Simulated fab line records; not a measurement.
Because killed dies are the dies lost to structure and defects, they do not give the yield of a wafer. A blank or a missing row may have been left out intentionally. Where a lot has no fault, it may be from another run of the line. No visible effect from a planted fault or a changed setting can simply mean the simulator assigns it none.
Which tool was responsible? | flow n5-finfet | 27 wafers from 9 lots sampled at 2 of the route's 1938 steps

== WHAT EACH GAUGE READ, for each wafer ==
N5_BEOL_M15_INSPECT_30: inspects for defects (macro).
lot  | measured     | on                | raw-defect-count
L782 | day 12 06:17 | defect-inspect-01 | 2 2 4
L783 | day 12 10:59 | defect-inspect-02 | 1 2 1
L785 | day 12 14:49 | defect-inspect-01 | 2 3 2
L784 | day 12 15:22 | defect-inspect-01 | 1 2 0
L786 | day 15 06:04 | defect-inspect-01 | >300 >300 >300
L793 | day 16 02:59 | defect-inspect-02 | >300 >300 >300
L796 | day 16 18:20 | defect-inspect-01 | 1 1 3
L798 | day 16 21:58 | defect-inspect-02 | 1 1 4
L804 | day 18 07:38 | defect-inspect-02 | 3 2 4

== WHICH TOOL RAN EACH LOT (tool, then ch and the chambers of the sampled wafers, then the start) ==
lot  | N5_BEOL_M15_STRIP_63
L782 | rie-diel-03 ch 0,2, day 12 04:00
L783 | rie-diel-03 ch 0,2, day 12 09:00
L785 | rie-diel-03 ch 0,1, day 12 13:00
L784 | rie-diel-03 ch 2,3, day 12 13:00
L786 | rie-diel-03 ch 1,2,3, day 15 04:00
L793 | rie-diel-03 ch 0,2,3, day 16 01:00
L796 | rie-diel-05 ch 2,3, day 16 17:00
L798 | rie-diel-06 ch 1,2,3, day 16 20:00
L804 | rie-diel-05 ch 1,3, day 18 06:00
- N5_BEOL_M15_STRIP_63: strips in O2.

== AS READ BY THE TOOLS THEMSELVES (means over the sampled wafers that have a number; for cases with no such wafer, the mark the record gives instead) ==
N5_BEOL_M15_STRIP_63.
lot  | tool        | chamber-pressure-mTorr (mTorr) | drypump-motor-current-A (A) | oes-product-au (a.u.) | rf-vpp-V (V) | showerhead-plenum-p-Torr (Torr) | throttle-valve-pct (%)
L782 | rie-diel-03 | 30.01                          | 5.63                        | 0.86                  | 3.6          | 2.17                            | 16.52
L783 | rie-diel-03 | 29.99                          | 5.68                        | 0.85                  | 3.4          | 2.19                            | 16.45
L785 | rie-diel-03 | 29.97                          | 5.88                        | 0.81                  | 3.7          | 2.16                            | 16.57
L784 | rie-diel-03 | 29.95                          | 5.63                        | 0.82                  | 3.8          | 2.14                            | 16.50
L786 | rie-diel-03 | 29.96                          | 5.83                        | 0.76                  | 3.2          | 2.13                            | 16.59
L793 | rie-diel-03 | 29.99                          | 5.59                        | 0.80                  | 4.3          | 2.11                            | 16.64
L796 | rie-diel-05 | 30.00                          | 5.77                        | 0.86                  | 3.5          | 2.14                            | 16.55
L798 | rie-diel-06 | 30.03                          | 5.70                        | 0.74                  | 4.2          | 2.09                            | 16.72
L804 | rie-diel-05 | 29.97                          | 5.83                        | 0.88                  | 3.8          | 2.14                            | 16.64

== THE ANSWER, worked out from the rows above alone ==
Rule: the lots themselves supply what counts as usual. The widest of any qualifying gaps counts: lots, ordered by their means at a reading, are off when they make up no more than a third of the lots, leave a main group of 4 or more, and stand apart from it by 3 or more times the standard deviation of that group's means. A main group is skipped when, at the precision printed for the reading in the tables above, its means are all equal. Also off: a lot with no number at a reading for which 4 or more lots have one. All remaining lots with rows at the step are treated as sound. First the gauges in route order, then the tools' own readings, where a lot's mean is used as printed above. At the first step where some lot is off, the reading lying furthest off is the one used; lots without a number count as furthest.
Off at N5_BEOL_M15_INSPECT_30 (raw-defect-count): L786, L793. Without a number there: L786, L793. Mean 2.0 and standard deviation 0.67 in the main group.
A tool fits if, at a process step before that reading, it ran every lot that is off, and no sound lot after the first of them. Those tools and the gauges at N5_BEOL_M15_INSPECT_30 are tried in the same way. One fits: rie-diel-03 at N5_BEOL_M15_STRIP_63. Its last sound lot is L785 (day 12 13:00), its first lot that is off L786 (day 15 04:00): a fault that began between those two fits.

== WHAT THE SIMULATOR HAD PUT IN ==
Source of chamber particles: rie-diel-03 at N5_BEOL_M15_STRIP_63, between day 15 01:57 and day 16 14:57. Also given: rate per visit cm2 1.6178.
Shown lots that were struck: L786, L793. Same finding as the rule above.
